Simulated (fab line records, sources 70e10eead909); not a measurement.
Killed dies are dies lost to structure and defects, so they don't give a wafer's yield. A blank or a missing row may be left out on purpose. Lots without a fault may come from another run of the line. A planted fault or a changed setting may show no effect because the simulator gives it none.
Which tool did it? | flow nand_harc | 24 lots, 72 wafers sampled, at 6 steps of a route of 1302

WHAT THE GAUGES READ, wafer by wafer
The record holds no reading of a measuring or inspecting step that can be judged against a usual standard deviation.

WHICH TOOL RAN EACH LOT (tool, then ch and the chambers of the sampled wafers, then the start)
lot  | NHARC_A_CONTACT_ETCH_130             | NHARC_A_CONTACT_ETCH_131             | NHARC_A_CONTACT_ETCH_132             | NHARC_A_CONTACT_ETCH_136             | NHARC_A_CONTACT_STRIP_26                      | NHARC_A_CONTACT_CMP_20
L074 | har_cap_etch-02 ch 0,1, day 22 04:19 | har_cap_etch-02 ch 0,1, day 22 04:29 | har_cap_etch-02 ch 0,1, day 22 04:40 | har_cap_etch-01 ch 0,1, day 22 13:41 | rie_diel-04 ch 1,2,3, day 22 17:19 or earlier | cmp-04 ch 0,2,3, day 22 17:19
L075 | har_cap_etch-02 ch 0,1, day 22 06:22 | har_cap_etch-02 ch 0,1, day 22 06:32 | har_cap_etch-02 ch 0,1, day 22 06:43 | har_cap_etch-03 ch 0,1, day 22 15:31 | rie_diel-05 ch 0,2,3, day 22 19:10 or earlier | cmp-02 ch 1,2,3, day 22 19:10
L076 | har_cap_etch-03 ch 0,1, day 22 09:55 | har_cap_etch-03 ch 0,1, day 22 10:06 | har_cap_etch-03 ch 0,1, day 22 10:16 | har_cap_etch-01 ch 0,1, day 22 19:35 | rie_diel-05 ch 0,3, day 22 23:26 or earlier   | cmp-03 ch 2,3, day 22 23:26
L077 | har_cap_etch-03 ch 0,1, day 23 01:39 | har_cap_etch-03 ch 0,1, day 23 01:50 | har_cap_etch-03 ch 0,1, day 23 02:00 | har_cap_etch-03 ch 0,1, day 23 08:53 | rie_diel-01 ch 0,1,3, day 23 12:38 or earlier | cmp-03 ch 0,1,3, day 23 12:38
L078 | har_cap_etch-01 ch 0,1, day 23 12:56 | har_cap_etch-01 ch 0,1, day 23 13:07 | har_cap_etch-01 ch 0,1, day 23 13:18 | har_cap_etch-02 ch 0,1, day 23 20:10 | rie_diel-01 ch 0,1, day 24 00:19 or earlier   | cmp-04 ch 0,3, day 24 00:19
L080 | har_cap_etch-03 ch 0,1, day 24 11:16 | har_cap_etch-03 ch 0,1, day 24 11:26 | har_cap_etch-03 ch 0,1, day 24 11:37 | har_cap_etch-02 ch 0,1, day 24 20:14 | rie_diel-05 ch 0,3, day 24 23:56 or earlier   | cmp-03 ch 1,2,3, day 24 23:56
L079 | har_cap_etch-01 ch 0,1, day 24 14:17 | har_cap_etch-01 ch 0,1, day 24 14:28 | har_cap_etch-01 ch 0,1, day 24 14:38 | har_cap_etch-01 ch 0,1, day 24 22:05 | rie_diel-05 ch 0,1,3, day 25 01:46 or earlier | cmp-03 ch 0,1, day 25 01:46
L081 | har_cap_etch-02 ch 0, day 24 23:10   | har_cap_etch-02 ch 0, day 24 23:21   | har_cap_etch-02 ch 0, day 24 23:32   | har_cap_etch-01 ch 0,1, day 25 06:58 | rie_diel-01 ch 0,1,3, day 25 10:50 or earlier | cmp-04 ch 1,3, day 25 10:50
L082 | har_cap_etch-03 ch 0,1, day 25 06:20 | har_cap_etch-03 ch 0,1, day 25 06:31 | har_cap_etch-03 ch 0,1, day 25 06:41 | har_cap_etch-01 ch 0,1, day 25 12:59 | rie_diel-01 ch 1,2,3, day 25 16:44 or earlier | cmp-02 ch 1,2, day 25 16:44
L084 | har_cap_etch-03 ch 0,1, day 25 21:41 | har_cap_etch-03 ch 0,1, day 25 21:52 | har_cap_etch-03 ch 0,1, day 25 22:02 | har_cap_etch-03 ch 0,1, day 26 05:50 | rie_diel-04 ch 0,1,3, day 26 09:34 or earlier | cmp-02 ch 2,3, day 26 09:34
L083 | har_cap_etch-01 ch 0,1, day 26 01:14 | har_cap_etch-01 ch 0,1, day 26 01:25 | har_cap_etch-01 ch 0,1, day 26 01:35 | har_cap_etch-01 ch 0,1, day 26 08:16 | rie_diel-05 ch 1,2, day 26 12:06 or earlier   | cmp-02 ch 0,1,3, day 26 12:06
L085 | har_cap_etch-02 ch 0,1, day 26 05:19 | har_cap_etch-02 ch 0,1, day 26 05:29 | har_cap_etch-02 ch 0,1, day 26 05:40 | har_cap_etch-02 ch 0,1, day 26 14:40 | rie_diel-05 ch 1,2,3, day 26 18:59 or earlier | cmp-03 ch 0,2,3, day 26 18:59
L086 | har_cap_etch-02 ch 0,1, day 27 07:00 | har_cap_etch-02 ch 0,1, day 27 07:11 | har_cap_etch-02 ch 0,1, day 27 07:21 | har_cap_etch-01 ch 0,1, day 27 16:41 | rie_diel-04 ch 0,3, day 27 20:26 or earlier   | cmp-04 ch 0,2, day 27 20:26
L087 | har_cap_etch-03 ch 0,1, day 27 10:32 | har_cap_etch-03 ch 0,1, day 27 10:42 | har_cap_etch-03 ch 0,1, day 27 10:53 | har_cap_etch-02 ch 0,1, day 27 19:19 | rie_diel-01 ch 0,1,2, day 27 22:56 or earlier | cmp-04 ch 0,2,3, day 27 22:56
L089 | har_cap_etch-01 ch 0,1, day 27 22:58 | har_cap_etch-01 ch 0,1, day 27 23:08 | har_cap_etch-01 ch 0,1, day 27 23:19 | har_cap_etch-01 ch 0,1, day 28 05:43 | rie_diel-01 ch 0,1,2, day 28 09:56 or earlier | cmp-02 ch 1,2,3, day 28 09:56
L090 | har_cap_etch-03 ch 0,1, day 28 01:14 | har_cap_etch-03 ch 0,1, day 28 01:25 | har_cap_etch-03 ch 0,1, day 28 01:36 | har_cap_etch-03 ch 0,1, day 28 08:01 | rie_diel-01 ch 0,2, day 28 11:37 or earlier   | cmp-03 ch 0,1,2, day 28 11:37
L088 | har_cap_etch-02 ch 0,1, day 28 02:53 | har_cap_etch-02 ch 0,1, day 28 03:03 | har_cap_etch-02 ch 0,1, day 28 03:14 | har_cap_etch-02 ch 0,1, day 28 09:41 | rie_diel-05 ch 1,2, day 28 13:20 or earlier   | cmp-02 ch 1,3, day 28 13:20
L091 | har_cap_etch-02 ch 0,1, day 29 11:51 | har_cap_etch-02 ch 0,1, day 29 12:02 | har_cap_etch-02 ch 0,1, day 29 12:12 | har_cap_etch-02 ch 0,1, day 29 20:07 | rie_diel-04 ch 0,2,3, day 29 23:42 or earlier | cmp-04 ch 0,1,3, day 29 23:42
L092 | har_cap_etch-01 ch 0,1, day 29 15:02 | har_cap_etch-01 ch 0,1, day 29 15:13 | har_cap_etch-01 ch 0,1, day 29 15:24 | har_cap_etch-03 ch 0,1, day 30 00:14 | rie_diel-04 ch 1,2, day 30 03:53 or earlier   | cmp-02 ch 0,1,3, day 30 03:53
L093 | har_cap_etch-02 ch 0,1, day 30 04:09 | har_cap_etch-02 ch 0,1, day 30 04:19 | har_cap_etch-02 ch 0,1, day 30 04:30 | har_cap_etch-01 ch 0,1, day 30 11:46 | rie_diel-05 ch 0,1,3, day 30 15:35 or earlier | cmp-03 ch 0,1,2, day 30 15:35
L094 | har_cap_etch-01 ch 0,1, day 30 09:13 | har_cap_etch-01 ch 0,1, day 30 09:23 | har_cap_etch-01 ch 0,1, day 30 09:34 | har_cap_etch-03 ch 0,1, day 30 16:00 | rie_diel-05 ch 0,3, day 30 19:34 or earlier   | cmp-04 ch 0,1, day 30 19:34
L095 | har_cap_etch-01 ch 0,1, day 30 21:20 | har_cap_etch-01 ch 0,1, day 30 21:31 | har_cap_etch-01 ch 0,1, day 30 21:41 | har_cap_etch-01 ch 0,1, day 31 03:58 | rie_diel-05 ch 1,2,3, day 31 07:34 or earlier | cmp-03 ch 1,2, day 31 07:34
L096 | har_cap_etch-03 ch 0,1, day 30 22:52 | har_cap_etch-03 ch 0,1, day 30 23:02 | har_cap_etch-03 ch 0,1, day 30 23:13 | har_cap_etch-01 ch 0,1, day 31 08:24 | rie_diel-01 ch 0,2,3, day 31 11:56 or earlier | cmp-03 ch 0,3, day 31 11:56
L097 | har_cap_etch-03 ch 0,1, day 31 09:02 | har_cap_etch-03 ch 0,1, day 31 09:13 | har_cap_etch-03 ch 0,1, day 31 09:24 | har_cap_etch-01 ch 0, day 31 16:47   | rie_diel-05 ch 1,2,3, day 31 20:25 or earlier | cmp-03 ch 0,1, day 31 20:25
- NHARC_A_CONTACT_ETCH_130: etches the open film in C4F8/O2/Ar, time 197 s, target depth 1918 nm.
- NHARC_A_CONTACT_ETCH_131: etches the open film in C4F8/O2/Ar, time 197 s, target depth 1918 nm.
- NHARC_A_CONTACT_ETCH_132: etches the open film in C4F8/O2/Ar, time 197 s, target depth 1924 nm.
- NHARC_A_CONTACT_ETCH_136: etches the open film in C4F8/O2/Ar, time 311 s, target depth 1912 nm.
- NHARC_A_CONTACT_STRIP_26: strips in O2.
- NHARC_A_CONTACT_CMP_20: polishes, t overpolish 30 s, target thk 300 nm.

WHAT THE TOOLS THEMSELVES READ (means of the sampled wafers that have a number; where no wafer has one, the mark that the record gives instead)
NHARC_A_CONTACT_ETCH_130. Usual: oes_air_line_au 1.000 a.u., standard deviation 0.02.
lot  | tool            | oes_air_line_au (a.u.) | flag
L074 | har_cap_etch-02 | 1.003                  |
L075 | har_cap_etch-02 | 0.980                  |
L076 | har_cap_etch-03 | 0.996                  |
L077 | har_cap_etch-03 | 1.003                  |
L078 | har_cap_etch-01 | 1.006                  |
L080 | har_cap_etch-03 | 1.035                  |
L079 | har_cap_etch-01 | 1.002                  |
L081 | har_cap_etch-02 | 0.976                  |
L082 | har_cap_etch-03 | 1.014                  |
L084 | har_cap_etch-03 | 1.003                  |
L083 | har_cap_etch-01 | 0.991                  |
L085 | har_cap_etch-02 | 1.009                  |
L086 | har_cap_etch-02 | 1.010                  |
L087 | har_cap_etch-03 | 0.983                  |
L089 | har_cap_etch-01 | 0.991                  |
L090 | har_cap_etch-03 | 1.009                  |
L088 | har_cap_etch-02 | 1.023                  |
L091 | har_cap_etch-02 | 0.981                  |
L092 | har_cap_etch-01 | 1.001                  |
L093 | har_cap_etch-02 | 0.990                  |
L094 | har_cap_etch-01 | 1.002                  |
L095 | har_cap_etch-01 | 1.004                  |
L096 | har_cap_etch-03 | 1.007                  |
L097 | har_cap_etch-03 | 0.982                  |

NHARC_A_CONTACT_ETCH_131. Usual: oes_air_line_au 0.999 a.u., standard deviation 0.022.
lot  | tool            | oes_air_line_au (a.u.) | flag
L074 | har_cap_etch-02 | 0.996                  |
L075 | har_cap_etch-02 | 1.017                  |
L076 | har_cap_etch-03 | 1.006                  |
L077 | har_cap_etch-03 | 0.988                  |
L078 | har_cap_etch-01 | 0.999                  |
L080 | har_cap_etch-03 | 1.017                  |
L079 | har_cap_etch-01 | 1.021                  |
L081 | har_cap_etch-02 | 1.013                  |
L082 | har_cap_etch-03 | 0.993                  |
L084 | har_cap_etch-03 | 0.996                  |
L083 | har_cap_etch-01 | 0.990                  |
L085 | har_cap_etch-02 | 1.013                  |
L086 | har_cap_etch-02 | 0.995                  |
L087 | har_cap_etch-03 | 0.987                  |
L089 | har_cap_etch-01 | 1.013                  |
L090 | har_cap_etch-03 | 1.030                  |
L088 | har_cap_etch-02 | 1.021                  |
L091 | har_cap_etch-02 | 1.003                  |
L092 | har_cap_etch-01 | 1.003                  |
L093 | har_cap_etch-02 | 0.972                  |
L094 | har_cap_etch-01 | 0.990                  |
L095 | har_cap_etch-01 | 0.983                  |
L096 | har_cap_etch-03 | 0.993                  |
L097 | har_cap_etch-03 | 1.002                  |

NHARC_A_CONTACT_ETCH_132. Usual: oes_air_line_au 0.996 a.u., standard deviation 0.02.
lot  | tool            | oes_air_line_au (a.u.) | flag
L074 | har_cap_etch-02 | 0.998                  |
L075 | har_cap_etch-02 | 0.993                  |
L076 | har_cap_etch-03 | 0.986                  |
L077 | har_cap_etch-03 | 0.998                  |
L078 | har_cap_etch-01 | 0.994                  |
L080 | har_cap_etch-03 | 1.005                  |
L079 | har_cap_etch-01 | 1.007                  |
L081 | har_cap_etch-02 | 0.981                  |
L082 | har_cap_etch-03 | 1.018                  |
L084 | har_cap_etch-03 | 0.996                  |
L083 | har_cap_etch-01 | 0.996                  |
L085 | har_cap_etch-02 | 1.009                  |
L086 | har_cap_etch-02 | 0.991                  |
L087 | har_cap_etch-03 | 1.021                  |
L089 | har_cap_etch-01 | 0.972                  |
L090 | har_cap_etch-03 | 0.998                  |
L088 | har_cap_etch-02 | 0.991                  |
L091 | har_cap_etch-02 | 1.006                  |
L092 | har_cap_etch-01 | 0.971                  |
L093 | har_cap_etch-02 | 0.984                  |
L094 | har_cap_etch-01 | 0.997                  |
L095 | har_cap_etch-01 | 1.012                  |
L096 | har_cap_etch-03 | 0.985                  |
L097 | har_cap_etch-03 | 0.985                  |

NHARC_A_CONTACT_ETCH_136. Usual: oes_air_line_au 1.001 a.u., standard deviation 0.022.
lot  | tool            | oes_air_line_au (a.u.) | flag
L074 | har_cap_etch-01 | 0.997                  |
L075 | har_cap_etch-03 | 0.982                  |
L076 | har_cap_etch-01 | 1.000                  |
L077 | har_cap_etch-03 | 0.970                  |
L078 | har_cap_etch-02 | 1.007                  |
L080 | har_cap_etch-02 | 0.999                  |
L079 | har_cap_etch-01 | 1.006                  |
L081 | har_cap_etch-01 | 1.026                  |
L082 | har_cap_etch-01 | 0.995                  |
L084 | har_cap_etch-03 | 1.019                  |
L083 | har_cap_etch-01 | 1.015                  |
L085 | har_cap_etch-02 | 1.014                  |
L086 | har_cap_etch-01 | 1.004                  |
L087 | har_cap_etch-02 | 1.003                  |
L089 | har_cap_etch-01 | 0.998                  |
L090 | har_cap_etch-03 | 0.994                  |
L088 | har_cap_etch-02 | 1.001                  |
L091 | har_cap_etch-02 | 0.990                  |
L092 | har_cap_etch-03 | 0.994                  |
L093 | har_cap_etch-01 | 0.987                  |
L094 | har_cap_etch-03 | 1.000                  |
L095 | har_cap_etch-01 | 1.025                  |
L096 | har_cap_etch-01 | 1.019                  |
L097 | har_cap_etch-01 | 0.966                  |

NHARC_A_CONTACT_STRIP_26. Usual: drypump_motor_current_A 5.7 A, standard deviation 0.42; mfc_ar_sccm 0.012 sccm, standard deviation 0.012; oes_product_au 1.003 a.u., standard deviation 0.0069; rf_vpp_V 57.9 V, standard deviation 0.87; showerhead_plenum_p_Torr 3.57 Torr, standard deviation 0.18; throttle_valve_pct 17.036 %, standard deviation 0.0087.
lot  | tool        | drypump_motor_current_A (A) | mfc_ar_sccm (sccm) | oes_product_au (a.u.) | rf_vpp_V (V) | showerhead_plenum_p_Torr (Torr) | throttle_valve_pct (%) | flag
L074 | rie_diel-04 | 6.0                         | 0.012              | 1.011                 | 58.1         | 3.59                            | 17.033                 |
L075 | rie_diel-05 | 5.7                         | 0.015              | 0.998                 | 57.4         | 3.55                            | 17.033                 |
L076 | rie_diel-05 | 5.5                         | 0.018              | 1.006                 | 58.0         | 3.70                            | 17.031                 |
L077 | rie_diel-01 | 5.7                         | 0.010              | 1.007                 | 57.4         | 3.51                            | 17.041                 |
L078 | rie_diel-01 | 5.6                         | 0.011              | 1.001                 | 57.4         | 3.39                            | 17.048                 |
L080 | rie_diel-05 | 5.8                         | 0.028              | 1.002                 | 57.8         | 3.59                            | 17.043                 |
L079 | rie_diel-05 | 5.4                         | 0.015              | 1.001                 | 58.4         | 3.67                            | 17.036                 |
L081 | rie_diel-01 | 5.7                         | 0.010              | 1.002                 | 57.2         | 3.51                            | 17.036                 |
L082 | rie_diel-01 | 5.8                         | 0.005              | 1.008                 | 58.3         | 3.64                            | 17.029                 |
L084 | rie_diel-04 | 6.0                         | 0.018              | 1.011                 | 57.9         | 3.49                            | 17.039                 |
L083 | rie_diel-05 | 5.6                         | 0.000              | 1.004                 | 57.3         | 3.47                            | 17.033                 |
L085 | rie_diel-05 | 5.4                         | 0.003              | 1.002                 | 58.5         | 3.62                            | 17.039                 |
L086 | rie_diel-04 | 6.0                         | 0.020              | 0.997                 | 57.7         | 3.47                            | 17.041                 |
L087 | rie_diel-01 | 5.7                         | 0.005              | 1.002                 | 57.3         | 3.50                            | 17.037                 |
L089 | rie_diel-01 | 5.7                         | 0.005              | 1.010                 | 57.9         | 3.50                            | 17.042                 |
L090 | rie_diel-01 | 5.8                         | 0.011              | 1.000                 | 56.9         | 3.48                            | 17.034                 |
L088 | rie_diel-05 | 5.6                         | 0.000              | 1.002                 | 57.6         | 3.46                            | 17.031                 |
L091 | rie_diel-04 | 6.0                         | 0.014              | 1.000                 | 58.0         | 3.54                            | 17.039                 |
L092 | rie_diel-04 | 6.3                         | 0.004              | 0.995                 | 58.0         | 3.50                            | 17.037                 |
L093 | rie_diel-05 | 5.4                         | 0.015              | 1.010                 | 58.7         | 3.66                            | 17.032                 |
L094 | rie_diel-05 | 5.5                         | 0.018              | 1.012                 | 58.4         | 3.68                            | 17.025                 |
L095 | rie_diel-05 | 5.4                         | 0.003              | 1.009                 | 58.0         | 3.61                            | 17.038                 |
L096 | rie_diel-01 | 5.9                         | 0.010              | 1.001                 | 57.5         | 3.60                            | 17.034                 |
L097 | rie_diel-05 | 5.4                         | 0.003              | 0.994                 | 57.4         | 3.60                            | 17.036                 |

NHARC_A_CONTACT_CMP_20. Usual: edge_zone_pressure_frac 1.000, standard deviation 0.0049; motor_current_A 11.9 A, standard deviation 1; overpolish_run_s 29.999 s, standard deviation 0.0096; time_to_endpoint_s 60.6 s, standard deviation 2.7.
lot  | tool   | edge_zone_pressure_frac | motor_current_A (A) | overpolish_run_s (s) | time_to_endpoint_s (s) | flag
L074 | cmp-04 | 1.001                   | 12.3                | 29.994               | 59.5                   |
L075 | cmp-02 | 0.998                   | 12.3                | 29.998               | 57.8                   |
L076 | cmp-03 | 0.992                   | 11.8                | 30.003               | 62.5                   |
L077 | cmp-03 | 0.996                   | 12.2                | 29.998               | 64.4                   |
L078 | cmp-04 | 0.999                   | 12.9                | 29.998               | 61.6                   |
L080 | cmp-03 | 0.998                   | 12.3                | 29.992               | 60.2                   |
L079 | cmp-03 | 1.002                   | 11.8                | 29.995               | 64.1                   |
L081 | cmp-04 | 0.995                   | 10.9                | 29.990               | 60.0                   |
L082 | cmp-02 | 1.002                   | 12.0                | 30.000               | 60.9                   |
L084 | cmp-02 | 0.998                   | 12.5                | 29.997               | 57.6                   |
L083 | cmp-02 | 1.003                   | 11.7                | 29.998               | 58.8                   |
L085 | cmp-03 | 1.003                   | 11.9                | 29.992               | 59.1                   |
L086 | cmp-04 | 0.998                   | 13.3                | 30.001               | 61.5                   |
L087 | cmp-04 | 1.001                   | 11.9                | 30.009               | 55.8                   |
L089 | cmp-02 | 0.997                   | 12.0                | 29.991               | 61.5                   |
L090 | cmp-03 | 0.998                   | 11.5                | 30.001               | 61.6                   |
L088 | cmp-02 | 0.999                   | 12.1                | 30.011               | 61.9                   |
L091 | cmp-04 | 1.004                   | 12.0                | 29.998               | 62.1                   |
L092 | cmp-02 | 0.999                   | 12.0                | 29.994               | 63.9                   |
L093 | cmp-03 | 0.996                   | 11.4                | 30.006               | 57.7                   |
L094 | cmp-04 | 0.999                   | 11.8                | 29.994               | 59.9                   |
L095 | cmp-03 | 0.999                   | 11.7                | 30.007               | 58.8                   |
L096 | cmp-03 | 1.004                   | 11.6                | 29.996               | 63.4                   |
L097 | cmp-03 | 1.004                   | 11.5                | 30.005               | 59.5                   |

THE ANSWER, worked out from the rows above alone
Rule: a lot is off if the mean of its wafers that have a number lies more than 3 standard deviations from the usual mean. A lot without any number at a reading at which 4 lots or more have one is off too. The other lots that the step has rows for count as sound. The gauges are gone through in route order, then the tools' own readings, and for those a lot's mean is taken as printed above. The first step at which some lot is off is used, and at that step the reading that is off furthest; a lot without a number counts as furthest.
No lot is off at any reading shown: from this, nothing can be told.

WHAT THE SIMULATOR HAD PUT IN
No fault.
